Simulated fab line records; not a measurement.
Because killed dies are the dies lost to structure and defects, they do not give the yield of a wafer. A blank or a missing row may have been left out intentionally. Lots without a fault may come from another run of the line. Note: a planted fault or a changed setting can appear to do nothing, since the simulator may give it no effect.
Which tool is to blame? -- flow n5-finfet -- 29 wafers from 10 lots sampled at 5 of the route's 1938 steps

== WHAT THE GAUGES READ, wafer by wafer ==
N5_HKMG_FIN_CD_MEAS_49 targets a cd of 202 nm. Usual: cd-nm 201.7 nm, standard deviation 1.
lot,measured,on,cd-nm (nm),flag
L270,day 3 23:38,cd-sem-02,201.1 202.5 202.6,
L272,day 4 13:12,cd-sem-02,202.2 201.8,
L273,day 4 16:23,cd-sem-01,200.3 200.9 200.8,
L274,day 4 23:44,cd-sem-01,200.0 199.6 200.2,
L281,day 6 17:53,cd-sem-03,200.3 201.6 201.3,
L283,day 7 09:16,cd-sem-03,202.1 201.9 201.2,
L284,day 7 10:38,cd-sem-02,202.1 200.9 200.5,
L285,day 7 17:40,cd-sem-02,200.1 202.8 203.3,
L286,day 8 01:52,cd-sem-02,200.8 201.8 202.3,
L292,day 9 11:37,cd-sem-03,201.2 203.5 200.8,

N5_BEOL_M4_RC_MEAS_101. Usual: DIBL_N 37.5 mV/V, standard deviation 2.5; DIBL_P 38 mV/V, standard deviation 3.1; IOFF_N 0.19 nA/um, standard deviation 0.059; IOFF_P 0.24 nA/um, standard deviation 0.061; ION_N 679 uA/um, standard deviation 16; ION_P 465 uA/um, standard deviation 9.8; SS_N 72.0 mV/dec, standard deviation 0.8; SS_P 73.7 mV/dec, standard deviation 0.86; VT_N 248 mV, standard deviation 4.5; VT_P -249 mV, standard deviation 3.5.
lot,measured,on,DIBL_N (mV/V),DIBL_P (mV/V),IOFF_N (nA/um),IOFF_P (nA/um),ION_N (uA/um),ION_P (uA/um),SS_N (mV/dec),SS_P (mV/dec),VT_N (mV),VT_P (mV),flag
L270,day 7 19:21,prober-02,34.1 37.8 39.7,36 37 40,0.12 0.18 0.23,0.20 0.22 0.27,659 678 679,459 466 459,70.6 72.3 72.7,72.8 73.5 74.2,254 251 248,-249 -250 -245,
L272,day 8 11:52,prober-02,37.4 35.7,40 38,0.18 0.14,0.24 0.19,675 666,466 463,71.5 71.5,73.8 73.9,248 254,-248 -252,
L273,day 8 20:26,prober-01,35.7 33.3 37.1,36 34 38,0.15 0.11 0.18,0.19 0.17 0.24,673 651 669,458 455 461,71.9 70.6 71.6,72.4 71.8 73.8,253 255 248,-250 -253 -249,
L274,day 8 20:35,prober-02,37.5 41.0 37.7,38 43 38,0.19 0.31 0.18,0.24 0.37 0.25,679 711 683,463 480 469,71.3 72.8 72.1,73.4 75.0 73.4,249 238 248,-248 -242 -247,
L281,day 11 12:04,prober-02,39.0 36.6 42.2,40 38 45,0.23 0.17 0.37,0.28 0.24 0.43,694 672 714,469 463 484,71.8 71.9 72.8,73.5 73.4 74.8,244 249 238,-247 -248 -242,
L283,day 11 17:02,prober-02,37.5 36.4 36.5,37 34 35,0.20 0.16 0.18,0.30 0.23 0.26,706 689 684,489 470 479,70.9 72.0 71.7,73.4 72.9 72.7,242 249 249,-244 -248 -244,
L284,day 11 19:13,prober-02,35.8 36.5 38.3,36 37 38,0.13 0.14 0.19,0.21 0.21 0.27,659 658 682,465 455 471,71.9 71.5 72.0,73.3 73.3 74.3,256 252 248,-249 -250 -248,
L285,day 11 18:13,prober-01,39.9 39.4 39.4,42 43 43,0.28 0.25 0.26,0.31 0.32 0.32,702 690 686,470 468 470,72.3 71.7 72.6,74.8 75.0 74.6,242 246 243,-245 -244 -246,
L286,day 11 22:50,prober-02,36.4 36.4 37.9,37 37 40,0.15 0.15 0.19,0.19 0.20 0.24,668 679 689,458 466 471,71.9 72.0 72.1,73.5 73.8 74.0,253 252 248,-251 -252 -248,
L292,day 14 00:07,prober-02,37.5 34.7 37.5,39 35 40,0.18 0.13 0.19,0.22 0.17 0.26,679 673 677,466 459 463,72.5 71.5 72.1,73.7 73.4 74.5,251 254 248,-252 -252 -249,

== TOOL THAT RAN EACH LOT (tool first, then ch and the chambers of the sampled wafers, then the start) ==
lot,N5_HKMG_FIN_HK_ALD_01,N5_HKMG_FIN_STRIP_93,N5_HKMG_FIN_COAT_30
L270,"ald-hk-01 ch 0,1,2, day 3 22:26","rie-diel-01 ch 1,2,3, day 4 00:46","litho-track-02 ch 0, day 4 02:58"
L272,"ald-hk-03 ch 2,3, day 4 12:06","rie-diel-03 ch 0,2, day 4 14:16","litho-track-04 ch 0, day 4 16:47"
L273,"ald-hk-01 ch 0,2,3, day 4 15:07","rie-diel-01 ch 0,2, day 4 17:12","litho-track-02 ch 0, day 4 19:24"
L274,"ald-hk-03 ch 2,3, day 4 22:38","rie-diel-01 ch 2,3, day 5 00:36","litho-track-02 ch 0, day 5 02:48"
L281,"ald-hk-02 ch 1,2,3, day 6 16:56","rie-diel-01 ch 0,1,2, day 6 18:41","litho-track-02 ch 0, day 6 21:05"
L283,"ald-hk-03 ch 0,1,3, day 7 08:19","rie-diel-03 ch 2,3, day 7 10:22","litho-track-02 ch 0, day 7 12:49"
L284,"ald-hk-03 ch 0,2, day 7 09:49","rie-diel-01 ch 1,2,3, day 7 11:40","litho-track-04 ch 0, day 7 13:52"
L285,"ald-hk-01 ch 0,1,2, day 7 16:43","rie-diel-05 ch 1,3, day 7 18:38","litho-track-02 ch 0, day 7 20:58"
L286,"ald-hk-01 ch 0,1,3, day 8 00:55","rie-diel-05 ch 0,1,3, day 8 02:48","litho-track-04 ch 0, day 8 05:05"
L292,"ald-hk-03 ch 1,2,3, day 9 10:38","rie-diel-05 ch 1,2,3, day 9 12:37","litho-track-04 ch 0, day 9 15:09"
- N5_HKMG_FIN_HK_ALD_01: deposits HfO2, target thk 1.6 nm, pulse time 3 s, purge time 3 s.
- N5_HKMG_FIN_STRIP_93: strips SOC in N2/H2, time 20 s.
- N5_HKMG_FIN_COAT_30: time 60 s, resist thk 35 nm.

== WHAT THE TOOLS THEMSELVES READ (means of the sampled wafers that have a number; where no wafer has one, the mark that the record gives instead) ==
N5_HKMG_FIN_HK_ALD_01. Usual: precursor-pulse-height-rel 1.000, standard deviation 0.023.
lot,tool,precursor-pulse-height-rel,flag
L270,ald-hk-01,0.979,
L272,ald-hk-03,0.993,
L273,ald-hk-01,0.977,
L274,ald-hk-03,0.998,
L281,ald-hk-02,1.021,
L283,ald-hk-03,1.003,
L284,ald-hk-03,1.016,
L285,ald-hk-01,1.007,
L286,ald-hk-01,0.996,
L292,ald-hk-03,1.005,

N5_HKMG_FIN_STRIP_93. Usual: drypump-motor-current-A 5.6 A, standard deviation 0.46; oes-product-au 0.79 a.u., standard deviation 0.095; rf-fwd-power-W 496.3 W, standard deviation 1.8; rf-vpp-V 54.3 V, standard deviation 0.85; showerhead-plenum-p-Torr 3.35 Torr, standard deviation 0.13; throttle-valve-pct 18.9 %, standard deviation 0.7.
lot,tool,drypump-motor-current-A (A),oes-product-au (a.u.),rf-fwd-power-W (W),rf-vpp-V (V),showerhead-plenum-p-Torr (Torr),throttle-valve-pct (%),flag
L270,rie-diel-01,5.5,0.76,494.7,54.6,3.35,19.1,
L272,rie-diel-03,5.8,0.85,496.7,54.3,3.38,19.0,
L273,rie-diel-01,5.9,0.71,497.0,53.4,3.25,19.2,
L274,rie-diel-01,5.7,0.77,494.6,53.6,3.31,18.5,
L281,rie-diel-01,5.6,0.69,495.4,53.6,3.35,19.7,
L283,rie-diel-03,5.6,0.84,496.4,54.6,3.52,18.2,
L284,rie-diel-01,5.5,0.72,496.1,54.8,3.33,19.2,
L285,rie-diel-05,6.1,0.88,496.6,54.2,3.25,18.4,
L286,rie-diel-05,5.5,0.86,495.5,54.6,3.31,18.5,
L292,rie-diel-05,5.9,0.77,497.7,54.1,3.25,18.7,

N5_HKMG_FIN_COAT_30. Usual: spin-speed-rpm 1499.9 rpm, standard deviation 0.91.
lot,tool,spin-speed-rpm (rpm),flag
L270,litho-track-02,1500.1,
L272,litho-track-04,1500.2,
L273,litho-track-02,1500.0,
L274,litho-track-02,1500.0,
L281,litho-track-02,1499.9,
L283,litho-track-02,1539.3,OFF
L284,litho-track-04,1500.0,
L285,litho-track-02,1539.6,OFF
L286,litho-track-04,1500.1,
L292,litho-track-04,1499.1,

== THE ANSWER, worked out from the rows above alone ==
Rule: lot off if the mean of its wafers having a number is beyond 3 standard deviations from the usual mean. Also off: a lot with no number at a reading for which 4 or more lots have one. Any other lot the step has rows for is counted as sound. Order of review: gauges by route order, followed by the tools' own readings, for which a lot's mean as printed above is used. At the first step where some lot is off, the reading lying furthest off is the one used; lots without a number count as furthest.
Off: L283, L285 (N5_HKMG_FIN_COAT_30, spin-speed-rpm).
If a tool, at that step or one of the process steps before it, ran each lot that is off and ran no sound lot following the first of them, it fits. One candidate fits, namely litho-track-02 at N5_HKMG_FIN_COAT_30. A fault onset in the window from L281 (day 6 21:05, its last sound lot) to L283 (day 7 12:49, its first lot off) fits.
On the lots that are off, the tool's own readings at N5_HKMG_FIN_COAT_30 differ by more than 5 times the standard deviation of the sound lots' means, which bears it out; spin-speed-rpm reads 1539.4 rpm there versus 1499.9 rpm on the sound lots.

== WHAT THE SIMULATOR PUT IN ==
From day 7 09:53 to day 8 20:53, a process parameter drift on litho-track-02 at N5_HKMG_FIN_COAT_30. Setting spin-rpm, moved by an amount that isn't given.
Shown lots that were struck: L283, L285. The same result came from the rule above.
